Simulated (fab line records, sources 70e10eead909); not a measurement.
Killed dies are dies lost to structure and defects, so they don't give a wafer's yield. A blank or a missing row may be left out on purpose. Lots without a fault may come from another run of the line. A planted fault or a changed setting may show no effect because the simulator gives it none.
Chamber matching | flow nand_harc | NHARC_A_ZERO_WELL_ETCH_13 on rie_si-03: 4 sister chambers
The step etches the open film in HBr/Cl2, target depth 120 nm, time 40.1 s. 18 wafers are shown with their chamber, then 9 later ones without.

WAFERS WITH THEIR CHAMBER
wafer  | chamber | drypump_motor_current_A (A) | oes_product_au (a.u.) | hbr_flow_sccm (sccm)
L375.3 | 2       | 5.61                        | 0.985                 | 150.2
L375.4 | 3       | 5.76                        | 1.003                 | 149.6
L375.5 | 0       | 6.19                        | 0.979                 | 149.4
L377.1 | 3       | 5.76                        | 1.011                 | 150.1
L377.4 | 0       | 6.13                        | 0.989                 | 149.5
L377.5 | 3       | 5.74                        | 1.012                 | 150.0
L381.4 | 1       | 6.16                        | 0.985                 | 149.7
L381.5 | 2       | 5.65                        | 0.993                 | 149.0
L381.6 | 3       | 5.75                        | 1.009                 | 150.0
L386.4 | 2       | 5.65                        | 1.004                 | 150.2
L386.5 | 2       | 5.63                        | 1.007                 | 150.9
L386.6 | 3       | 5.74                        | 1.014                 | 149.8
L387.1 | 3       | 5.75                        | 1.014                 | 150.0
L387.2 | 2       | 5.62                        | 1.016                 | 149.7
L387.5 | 0       | 6.19                        | 1.016                 | 150.4
L389.2 | 1       | 6.16                        | 0.995                 | 149.8
L389.3 | 0       | 6.18                        | 0.992                 | 149.4
L389.6 | 3       | 5.71                        | 1.008                 | 149.6

SIGNATURES (means of the wafers above)
reading                 | chamber 0 | chamber 1 | chamber 2 | chamber 3 | scatter within a chamber
drypump_motor_current_A | 6.1725    | 6.1600    | 5.6320    | 5.7443    | 0.0199
oes_product_au          | 0.99400   | 0.99000   | 1.00100   | 1.01014   | 0.0102
hbr_flow_sccm           | 149.675   | 149.750   | 150.000   | 149.871   | 0.459
Rule: a wafer's distance from a chamber is the root of the sum, over the readings, of the square of ((its reading less the chamber's mean) divided by the reading's scatter). The wafer belongs to the nearest chamber; if the next one is less than 2 further off, it can't be placed. The scatter: the root of (the sum of the squares of (reading less its chamber's mean) over the shown wafers, divided by (wafers less chambers)).

WAFERS WITHOUT THEIR CHAMBER
wafer  | drypump_motor_current_A (A) | oes_product_au (a.u.) | hbr_flow_sccm (sccm)
L391.1 | 5.64                        | 0.990                 | 150.1
L391.2 | 6.17                        | 0.982                 | 150.5
L391.3 | 6.20                        | 0.995                 | 149.8
L397.1 | 5.74                        | 1.021                 | 150.2
L397.2 | 6.17                        | 1.002                 | 150.2
L397.5 | 5.64                        | 1.007                 | 149.3
L398.1 | 5.69                        | 1.004                 | 150.4
L398.3 | 6.18                        | 1.004                 | 150.3
L398.4 | 6.18                        | 1.002                 | 149.5

WHICH CHAMBER EACH WENT THROUGH
wafer  | from the rows above     | in truth
L391.1 | 2                       | 2
L391.2 | can't be placed: 1 or 0 | 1
L391.3 | can't be placed: 0 or 1 | 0
L397.1 | 3                       | 3
L397.2 | can't be placed: 0 or 1 | 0
L397.5 | 2                       | 2
L398.1 | can't be placed: 3 or 2 | 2
L398.3 | can't be placed: 0 or 1 | 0
L398.4 | can't be placed: 0 or 1 | 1
Placed correctly: 3 of 9. Can't be placed from these rows: 6 (the true chamber is among the candidates in 6). Placed wrongly: 0.
